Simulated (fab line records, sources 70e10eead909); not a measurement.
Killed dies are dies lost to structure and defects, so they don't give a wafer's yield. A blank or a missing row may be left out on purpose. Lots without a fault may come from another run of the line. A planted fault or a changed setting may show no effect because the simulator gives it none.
fab line records | flow nand_harc
record lots=6 wafers=18 last_day=33
route steps=1302 shown A_M0@1164 A_M1@1169 END@1302
lots that met no fault: from a run of the same line without faults
start_h: hours from the record's first day to the start of the lot's first wafer shown | wait_h: hours since the lot's step before | " the same as in the row above | L1.1+2: a row that stands for several wafers | - no value, or no start given | * or withheld: withheld | < > ~ a bound
route shown NAME@n: a module of which the file shows steps, and the number in the route of the first | usual: mean/standard deviation of fault-free wafers | same: alike in all rows | chamber/n: place in a boat | sites: the reading at each site | _std_site: their standard deviation | _edge_site: outer sites' mean less inner sites' | radius_mm: how far each site lies from the wafer's centre | mask NAME#n: copy n | behind: the tool/chamber that last shaped the wafer | hold: why the lot was held/for how many hours/how that ended | device: the transistor (n, p or np) that didn't switch | end of line: the same wafers' tests at the end of the route | a step without rows: its recipe alone | killed: dies lost to structure and defects at the first sort, not the wafer's yield | map: a wafer's dies, x killed, . not, _ none there
set.NAME: the setting as run; set.NAME@STEP: as run at that earlier step | model.NAME: the simulator's own value behind a step, which no gauge read
lots at some steps of the route; a table a step, a row a wafer
services: from which hour (start_h, from the record's first day; less than 0 if before it) a tool's chamber was out of use, for how many hours, and why
## steps
# step NHARC_A_M0_SRD_25
# step NHARC_A_M0_INSPECT_27
# usual raw_defect_count=525/130
# columns lot.wafer tool chamber start_h wait_h raw_defect_count
L553.2 defect_inspect-02 - 547.02 0.0 515
L553.3 " - " " 606
L553.5 " - " " 788
L559.3 defect_inspect-02 - 623.72 0.0 507
L559.4 " - " " 467
L559.5 " - " " 474
L565.1 defect_inspect-01 - 667.29 0.0 778
L565.3 " - " " 1055
L565.6 " - " " 695
L570.2 defect_inspect-01 - 742.46 0.0 643
L570.3 " - " " 515
L570.5 " - " " 419
L571.3 defect_inspect-02 - 743.47 0.0 431
L571.5 " - " " 409
L571.6 " - " " 455
L572.2 defect_inspect-02 - 744.75 0.0 501
L572.4 " - " " 394
L572.6 " - " " 477
# step NHARC_A_M0_PRE_CLEAN_31
# recipe time_s=12 temp_c=370 rf_power_w=300 gas=NH3
# usual heater_power_w=635/83
# columns lot.wafer tool chamber start_h wait_h heater_power_w since_wet_clean_h
L553.3 pecvd-02 0 547.09 0.1 672 126
L553.2 " 1 " " 643 126
L553.5 " 2 " " 722 -
L559.3 pecvd-04 0 623.80 0.1 673 158
L559.5 " 2 " " 539 -
L559.4 " 1 " " 655 -
L565.3 pecvd-02 1 667.36 0.1 717 65
L565.1 " 0 " " 686 65
L565.6 " 0 " " 698 -
L570.3 pecvd-02 2 742.54 0.1 775 140
L570.2 " 0 " " 670 140
L570.5 " 0 " " 661 -
L571.3 pecvd-04 2 743.55 0.1 463 97
L571.5 " 1 " " 553 -
L571.6 " 2 " " 459 -
L572.2 pecvd-03 2 744.84 0.1 659 3
L572.4 " 0 " " 798 -
L572.6 " 2 " " 635 -
# step NHARC_A_M0_DEP_32
# recipe target_thk_a=300 temp_c=370 target_thk_nm=30 pressure_torr=3 flow_sccm=200 rf_w=450 material=SiCN
# usual heater_power_w=588/73 showerhead_vpp_V=1302/60
# columns lot.wafer tool chamber start_h wait_h heater_power_w showerhead_vpp_V since_wet_clean_h
L553.3 pecvd-02 0 547.17 0.1 660 1343 126
L553.2 " 1 " " 606 1292 126
L553.5 " 2 " " 707 1242 -
L559.3 pecvd-04 0 623.91 0.1 655 1312 159
L559.5 " 2 " " 500 1361 -
L559.4 " 1 " " 596 1347 -
L565.3 pecvd-02 1 667.44 0.1 640 1323 65
L565.1 " 0 " " 608 1343 65
L565.6 " 0 " " 627 1369 -
L570.3 pecvd-02 2 742.65 0.1 631 1287 140
L570.2 " 0 " " 653 1371 140
L570.5 " 0 " " 659 1333 -
L571.3 pecvd-04 2 743.66 0.1 468 1348 97
L571.5 " 1 " " 518 1336 -
L571.6 " 2 " " 474 1354 -
L572.2 pecvd-03 2 744.98 0.1 585 1270 4
L572.4 " 0 " " 714 1165 -
L572.6 " 2 " " 597 1269 -
# step NHARC_A_M1_DEP_00
# recipe target_thk_a=1825 target_thk_nm=182.5 temp_c=withheld pressure_torr=5 flow_sccm=200 rf_w=600 material=SiOC
# step NHARC_A_M1_DEHYDRATE_01
# recipe temp_c=150 time_s=120
# step NHARC_A_M1_HMDS_02
# recipe time_s=30
# step NHARC_A_M1_COAT_34
# recipe temp_c=200 time_s=65
# step NHARC_A_M1_COAT_03
# recipe spin_rpm=1500 resist_thk_nm=90
# step NHARC_A_M1_SOFTBAKE_04
# recipe temp_c=105 time_s=55
# step NHARC_A_M1_EBR_05
# step NHARC_A_M1_EXPOSE_06
# recipe na=1.35 target_cd_nm=120 dose_mj=75.13 mask_id=A_M1
# usual reticle_temp_C=23.02/0.11
# columns lot.wafer tool chamber start_h wait_h mask reticle_temp_C model.A_M1.overlay_x_nm
L553.2 arfi_scanner-01 0 548.29 - A_M1#0 23.08 0.1792
L553.3 " 0 " " A_M1#0 22.92 0.1792
L553.5 " 0 " " A_M1#0 22.96 0.1792
L559.3 arfi_scanner-02 0 625.33 - A_M1#0 23.04 -0.4391
L559.4 " 0 " " A_M1#0 23.03 -0.4391
L559.5 " 0 " " A_M1#0 22.99 -0.4391
L565.1 arfi_scanner-02 0 668.62 - A_M1#0 23.03 32.5
L565.3 " 0 " " A_M1#0 23.09 32.5
L565.6 " 0 " " A_M1#0 23.07 32.5
L570.2 arfi_scanner-01 0 743.59 - A_M1#0 23.33 0.209
L570.3 " 0 " " A_M1#0 23.09 0.209
L570.5 " 0 " " A_M1#0 23.07 0.209
L571.3 arfi_scanner-02 0 744.73 - A_M1#0 22.95 33.81
L571.5 " 0 " " A_M1#0 23.03 33.81
L571.6 " 0 " " A_M1#0 23.11 33.81
L572.2 arfi_scanner-03 0 746.01 - A_M1#0 23.10 0.09438
L572.4 " 0 " " A_M1#0 22.98 0.09438
L572.6 " 0 " " A_M1#0 23.00 0.09438
# step NHARC_A_M1_PEB_07
# recipe peb_temp_c=100 peb_time_s=65
# step NHARC_A_M1_DEVELOP_08
# recipe develop_time_s=35 dev_temp_c=23
# step NHARC_A_M1_CD_MEAS_09
# recipe target_cd_nm=120 landing_energy_ev=500
# usual cd_nm=119.9/0.51
# columns lot.wafer tool chamber start_h wait_h cd_nm
L553.2 cd_sem-02 0 548.42 - 119.4
L553.3 " 0 " " 119.3
L553.5 " 0 " " 119.7
L559.3 cd_sem-03 0 625.47 - 119.8
L559.4 " 0 " " 119.7
L559.5 " 0 " " 119.2
L565.1 cd_sem-03 0 668.77 - 119.6
L565.3 " 0 " " 120.1
L565.6 " 0 " " 119.9
L570.2 cd_sem-01 0 743.73 - 120.4
L570.3 " 0 " " 119.8
L570.5 " 0 " " 119.9
L571.3 cd_sem-02 0 744.87 - 119.2
L571.5 " 0 " " 119.1
L571.6 " 0 " " 119.6
L572.2 cd_sem-03 0 746.15 - 118.8
L572.4 " 0 " " 119.1
L572.6 " 0 " " 119.9
# step NHARC_A_M1_OVL_MEAS_10
# recipe pitch_nm=240
# usual overlay_x_nm=0.1/0.84 overlay_y_nm=-0.2/0.86
# columns lot.wafer tool chamber start_h wait_h overlay_x_nm overlay_y_nm
L553.2 overlay-02 - 548.51 - 1.1 -1.2
L553.3 " - " " 0.3 -0.7
L553.5 " - " " -0.2 -1.2
L559.3 overlay-02 - 625.55 - -0.7 -2.2
L559.4 " - " " -0.3 -1.3
L559.5 " - " " -0.2 -1.7
L565.1 overlay-01 - 668.85 - 32.4 -0.8
L565.3 " - " " 32.8 -0.7
L565.6 " - " " 31.8 -0.8
L570.2 overlay-01 - 743.82 - 0.6 0.5
L570.3 " - " " 0.0 0.6
L570.5 " - " " 0.3 0.8
L571.3 overlay-01 - 744.95 - 34.7 -0.5
L571.5 " - " " 33.6 -0.6
L571.6 " - " " 33.7 -1.2
L572.2 overlay-01 - 746.23 - 0.0 -0.6
L572.4 " - " " 0.5 -0.2
L572.6 " - " " -0.5 -0.6
# step NHARC_A_M1_INSPECT_11
# usual raw_defect_count=91/43
# columns lot.wafer tool chamber start_h wait_h raw_defect_count
L553.2 defect_inspect-02 - 548.55 0.0 108
L553.3 " - " " 98
L553.5 " - " " 101
L559.3 defect_inspect-01 - 625.59 0.0 139
L559.4 " - " " 143
L559.5 " - " " 116
L565.1 defect_inspect-01 - 668.89 0.0 153
L565.3 " - " " 141
L565.6 " - " " 140
L570.2 defect_inspect-01 - 743.85 0.0 79
L570.3 " - " " 70
L570.5 " - " " 91
L571.3 defect_inspect-02 - 744.99 0.0 90
L571.5 " - " " 88
L571.6 " - " " 102
L572.2 defect_inspect-02 - 746.27 0.0 22
L572.4 " - " " 23
L572.6 " - " " 28
# step NHARC_END_SORT_01
# recipe temp_c=25
# usual defect_limited_yield=91/3.1 killed_at_array=53/21 killed_at_other=1.0/1.3 killed_at_periphery=3.8/2.4 killed_dies=58/21 killed_open=3.4/1.9 killed_short=2.4/1.5 sort_bin_2_pct=3.0/1.3 sort_bin_3_pct=0.6/0.39 sort_bin_4_pct=4.9/1.8 sort_n_pass=619/21 sort_rim_yield_pct=88/5.3 sort_yield_pct=91/3.1
# same gross_dies=677 sort_bin_5_pct[%]=0 sort_bin_6_pct[%]=0 sort_bin_7_pct[%]=0 sort_bin_8_pct[%]=0 sort_rim_n_gross=106.00
# columns lot.wafer tool chamber start_h wait_h defect_limited_yield[%] killed_at_array killed_at_other killed_at_periphery killed_dies killed_open killed_short sort_bin_2_pct[%] sort_bin_3_pct[%] sort_bin_4_pct[%] sort_n_pass sort_rim_yield_pct[%] sort_yield_pct[%]
L553.2 prober-01 0 583.61 2.8 89 71 0 4 75 3 4 4.7 0.4 5.9 602 89 89
L553.3 prober-01 0 584.40 3.1 91 57 0 4 61 1 4 3.7 0.9 4.4 616 89 91
L553.5 prober-01 0 585.99 3.7 90 69 0 1 70 3 1 2.5 0.7 7.1 607 92 90
L559.3 prober-01 0 665.25 3.1 90 63 1 4 68 4 3 4.3 0.3 5.5 609 77 90
L559.4 prober-01 0 666.05 3.4 86 90 1 1 92 2 1 5.2 1.0 7.4 585 88 86
L559.5 prober-01 0 666.86 3.7 93 46 1 2 49 3 2 3.1 0.7 3.4 628 81 93
L565.1 prober-02 0 711.55 2.5 90 70 1 0 71 1 0 4.1 1.0 5.3 606 90 90
L565.3 prober-02 0 713.14 3.1 87 83 0 2 85 5 1 4.9 0.9 6.8 592 86 87
L565.6 prober-02 0 715.53 4.0 90 70 0 1 71 2 2 4.3 0.9 5.3 606 92 90
# killed by level:class
L553.2 A_CHANNEL_HOLE_D2:chamber_film_flake=32 A_SLIT:chamber_film_flake=17 A_STAIRCASE:chamber_film_flake=10 A_CHANNEL_HOLE_D1:chamber_film_flake=3 A_WL_FILL:geometric_particle:short=2 P_ZERO_WELL:chamber_film_flake=2 P_M0:chamber_film_flake=2 A_CONTACT:chamber_film_flake=2
L553.3 A_CHANNEL_HOLE_D2:chamber_film_flake=30 A_SLIT:chamber_film_flake=13 A_STAIRCASE:chamber_film_flake=7 A_CONTACT:chamber_film_flake=3 P_GATE:chamber_film_flake=2 P_STI:geometric_particle:open=1 P_CONTACT:geometric_particle:short=1 A_ONON_D2:geometric_particle:short=1
L553.5 A_CHANNEL_HOLE_D2:chamber_film_flake=38 A_SLIT:chamber_film_flake=17 A_STAIRCASE:chamber_film_flake=7 A_ONON_D1:geometric_particle:open=1 A_CHANNEL_HOLE_D1:geometric_particle:short=1 A_CHANNEL_FILL_D1:geometric_particle:open=1 A_DECK1_JOINT:geometric_particle:open=1 P_ZERO_WELL:chamber_film_flake=1
L559.3 A_SLIT:chamber_film_flake=25 A_CHANNEL_HOLE_D1:chamber_film_flake=15 A_CHANNEL_HOLE_D2:chamber_film_flake=11 A_SGD_CUT:chamber_film_flake=3 A_CONTACT:chamber_film_flake=3 P_STI:geometric_particle:short=1 P_GATE:geometric_particle:open=1 P_M0:geometric_particle:open=1
L559.4 A_CHANNEL_HOLE_D1:chamber_film_flake=45 A_SLIT:chamber_film_flake=20 A_CHANNEL_HOLE_D2:chamber_film_flake=11 A_CONTACT:chamber_film_flake=5 A_SGD_CUT:chamber_film_flake=3 A_STAIRCASE:chamber_film_flake=2 A_DECK1_JOINT:geometric_particle:short=1 A_ONON_D2:geometric_particle:open=1
L559.5 A_SLIT:chamber_film_flake=19 A_CHANNEL_HOLE_D1:chamber_film_flake=14 A_CHANNEL_HOLE_D2:chamber_film_flake=6 A_STAIRCASE:chamber_film_flake=2 P_STI:geometric_particle:short=1 P_M2:geometric_particle:short=1 A_CHANNEL_HOLE_D1:geometric_particle:open=1 A_CHANNEL_FILL_D2:geometric_particle:open=1
L565.1 A_CHANNEL_HOLE_D1:chamber_film_flake=35 A_SLIT:chamber_film_flake=16 A_CHANNEL_HOLE_D2:chamber_film_flake=9 A_BONDPAD:chamber_film_flake=4 A_CONTACT:chamber_film_flake=2 A_CHANNEL_FILL_D1:geometric_particle:open=1 A_ZERO_WELL:chamber_film_flake=1 A_STAIRCASE:chamber_film_flake=1
L565.3 A_CHANNEL_HOLE_D1:chamber_film_flake=35 A_SLIT:chamber_film_flake=22 A_CHANNEL_HOLE_D2:chamber_film_flake=16 A_BONDPAD:chamber_film_flake=2 P_M0:geometric_particle:open=1 A_SOURCE_PLATE:geometric_particle:open=1 A_SGD_CUT:geometric_particle:short=1 A_SGD_CUT:geometric_particle:open=1
L565.6 A_CHANNEL_HOLE_D1:chamber_film_flake=33 A_SLIT:chamber_film_flake=19 A_CHANNEL_HOLE_D2:chamber_film_flake=10 A_STAIRCASE:chamber_film_flake=2 A_BONDPAD:chamber_film_flake=2 P_CONTACT:geometric_particle:open=1 A_CHANNEL_FILL_D1:geometric_particle:short=1 A_CHANNEL_FILL_D2:geometric_particle:short=1
## services
# columns tool chamber start_h hours kind
arfi_scanner-01 - 526.24 2.8 repair
arfi_scanner-03 - 540.00 4.0 pm
pecvd-03 - 547.37 13.0 pm
pecvd-03 2 580.02 20.4 repair
arfi_scanner-02 - 584.03 0.8 repair
pecvd-02 - 589.26 13.0 pm
pecvd-02 0 589.26 13.0 vent_cycle
pecvd-02 1 589.26 13.0 vent_cycle
pecvd-02 2 589.26 13.0 vent_cycle
arfi_scanner-01 - 596.00 4.0 pm
pecvd-02 0 602.26 - clean
pecvd-02 1 602.26 - clean
pecvd-02 2 602.26 - clean
arfi_scanner-02 - 615.85 0.9 repair
pecvd-03 - 629.53 1.3 repair
pecvd-04 - 633.41 13.0 pm
pecvd-04 0 633.41 13.0 vent_cycle
arfi_scanner-02 - 637.17 2.8 repair
pecvd-04 - 647.89 0.8 repair
arfi_scanner-02 - 656.01 4.0 pm
arfi_scanner-02 - 703.63 15.8 repair
arfi_scanner-03 - 712.00 4.0 pm
pecvd-03 - 728.37 13.0 pm
pecvd-04 - 742.11 1.3 repair
## key
first_sign step=NHARC_A_M1_OVL_MEAS_10 reading=overlay_x_nm direction=up sigmas=40 usual=0.1 struck=33.2
effect none on later readings
model_effect step=NHARC_A_M1_EXPOSE_06 value=A_M1.overlay_x_nm without=0.8917 struck=33.15
met_at NHARC_A_M1_EXPOSE_06
struck_wafers L565.1,L565.3,L565.6,L571.3,L571.5,L571.6
onset_between 625.33 668.62
fault kind=scanner_matching_overlay tool=arfi_scanner-02 chamber=- onset_h=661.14 steps=NHARC_A_M1_EXPOSE_06 offset=32.262
